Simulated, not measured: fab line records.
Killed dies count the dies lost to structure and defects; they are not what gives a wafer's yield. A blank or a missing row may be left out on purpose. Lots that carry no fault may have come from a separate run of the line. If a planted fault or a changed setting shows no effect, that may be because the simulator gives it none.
Which tool is to blame?    flow n5-finfet    30 wafers from 10 lots sampled at 4 of the route's 1938 steps

== WHAT THE GAUGES READ, wafer by wafer ==
N5_BEOL_M12_OVL_MEAS_29.
lot   measured      on          M12_OVL (nm)
L359  day 11 10:08  overlay-02  6 3 0
L360  day 11 14:48  overlay-02  -3 -4 2
L363  day 12 12:59  overlay-02  -1 -6 -6
L366  day 13 06:44  overlay-02  -11 -9 -9
L369  day 13 18:49  overlay-01  4 7 5
L377  day 15 21:37  overlay-02  30 27 33
L378  day 15 22:15  overlay-01  27 30 38
L379  day 16 06:26  overlay-01  30 31 27
L380  day 16 15:59  overlay-01  4 -8 -6
L381  day 17 14:47  overlay-01  0 -6 -8

== TOOL THAT RAN EACH LOT (tool first, then ch and the chambers of the sampled wafers, then the start) ==
lot   N5_BEOL_M12_DESCUM_15               N5_BEOL_M12_ETCH_59                 N5_BEOL_M12_EXPOSE_25
L359  rie-diel-01 ch 1,2,3, day 11 09:17  rie-diel-01 ch 1,2,3, day 11 09:19  krf-scanner-01 ch 0, day 11 09:56
L360  rie-diel-01 ch 0,3, day 11 13:57    rie-diel-01 ch 0,3, day 11 13:59    krf-scanner-02 ch 0, day 11 14:37
L363  rie-diel-03 ch 0,1,2, day 12 12:01  rie-diel-03 ch 0,1,2, day 12 12:03  krf-scanner-02 ch 0, day 12 12:47
L366  rie-diel-05 ch 0,2,3, day 13 05:43  rie-diel-05 ch 0,2,3, day 13 05:45  krf-scanner-02 ch 0, day 13 06:32
L369  rie-diel-01 ch 0,1, day 13 17:57    rie-diel-01 ch 0,1, day 13 17:59    krf-scanner-02 ch 0, day 13 18:37
L377  rie-diel-05 ch 1,2, day 15 20:43    rie-diel-05 ch 1,2, day 15 20:45    krf-scanner-02 ch 0, day 15 21:25
L378  rie-diel-03 ch 1,2, day 15 21:20    rie-diel-03 ch 1,2, day 15 21:23    krf-scanner-02 ch 0, day 15 22:03
L379  rie-diel-05 ch 1,2, day 16 05:35    rie-diel-05 ch 1,2, day 16 05:37    krf-scanner-02 ch 0, day 16 06:15
L380  rie-diel-03 ch 0,1, day 16 15:00    rie-diel-03 ch 0,1, day 16 15:02    krf-scanner-01 ch 0, day 16 15:46
L381  rie-diel-05 ch 0,1,2, day 17 13:43  rie-diel-05 ch 0,1,2, day 17 13:45  krf-scanner-01 ch 0, day 17 14:35
- N5_BEOL_M12_DESCUM_15: chemistry O2, time 7.9 s.
- N5_BEOL_M12_ETCH_59: etches BARC in N2/H2, target depth 89 nm, overetch 26.7 nm, time 67.9 s.
- N5_BEOL_M12_EXPOSE_25: exposes mask M12.

== AS READ BY THE TOOLS THEMSELVES (means over the sampled wafers that have a number; for cases with no such wafer, the mark the record gives instead) ==
N5_BEOL_M12_DESCUM_15.
lot   tool         drypump-motor-current-A (A)  oes-product-au (a.u.)  rf-vpp-V (V)  showerhead-plenum-p-Torr (Torr)  throttle-valve-pct (%)
L359  rie-diel-01  5.7                          0.86                   244.5         2.18                             20.32
L360  rie-diel-01  5.5                          0.85                   245.7         2.17                             20.26
L363  rie-diel-03  5.5                          0.70                   242.1         2.03                             20.64
L366  rie-diel-05  5.6                          0.81                   242.3         2.03                             20.50
L369  rie-diel-01  6.1                          0.75                   243.9         2.11                             20.49
L377  rie-diel-05  5.8                          0.83                   242.2         2.06                             20.60
L378  rie-diel-03  5.6                          0.77                   241.5         2.06                             20.47
L379  rie-diel-05  5.8                          0.82                   242.4         2.06                             20.61
L380  rie-diel-03  5.5                          0.96                   244.7         2.16                             20.52
L381  rie-diel-05  5.8                          0.86                   243.1         2.06                             20.39

N5_BEOL_M12_ETCH_59.
lot   tool         drypump-motor-current-A (A)  oes-product-au (a.u.)  rf-vpp-V (V)  showerhead-plenum-p-Torr (Torr)  throttle-valve-pct (%)
L359  rie-diel-01  5.8                          0.73                   527.0         2.64                             17.70
L360  rie-diel-01  5.5                          0.72                   525.8         2.64                             17.72
L363  rie-diel-03  5.5                          0.59                   522.8         2.46                             18.09
L366  rie-diel-05  5.6                          0.69                   523.0         2.49                             18.13
L369  rie-diel-01  6.1                          0.64                   524.2         2.56                             17.87
L377  rie-diel-05  5.8                          0.69                   522.7         2.51                             18.13
L378  rie-diel-03  5.6                          0.65                   523.3         2.50                             17.94
L379  rie-diel-05  5.9                          0.69                   522.9         2.50                             18.14
L380  rie-diel-03  5.5                          0.81                   525.5         2.61                             17.84
L381  rie-diel-05  5.8                          0.73                   522.7         2.50                             17.87

== THE ANSWER, worked out from the rows above alone ==
Rule: what is usual is taken from the lots themselves. The widest of any qualifying gaps counts: lots, ordered by their means at a reading, are off when they make up no more than a third of the lots, leave a main group of 4 or more, and stand apart from it by 3 or more times the standard deviation of that group's means. A main group whose means are all the same, to the digits that the tables above print for the reading, isn't used. A lot without any number at a reading at which 4 lots or more have one is off too. All remaining lots with rows at the step are treated as sound. First the gauges in route order, then the tools' own readings, where a lot's mean is used as printed above. The first step at which some lot is off is used, and at that step the reading that is off furthest; a lot without a number counts as furthest.
Off: L377, L378, L379, at N5_BEOL_M12_OVL_MEAS_29 (M12_OVL). The main group has a mean of -2 nm with a standard deviation of 4.7.
A tool fits if, at a process step before that reading, it ran every lot that is off, and no sound lot after the first of them. The gauges at N5_BEOL_M12_OVL_MEAS_29 are tried like those tools. One candidate fits, namely krf-scanner-02 at N5_BEOL_M12_EXPOSE_25. Its last sound lot is L369 (day 13 18:37), its first lot that is off L377 (day 15 21:25): a fault that began between those two fits.

== WHAT THE SIMULATOR PUT IN ==
Scanner matching overlay: krf-scanner-02, from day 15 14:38 on, at N5_BEOL_M12_EXPOSE_25. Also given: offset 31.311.
Lots struck among those shown: L377, L378, L379. The rule above reached the same finding.
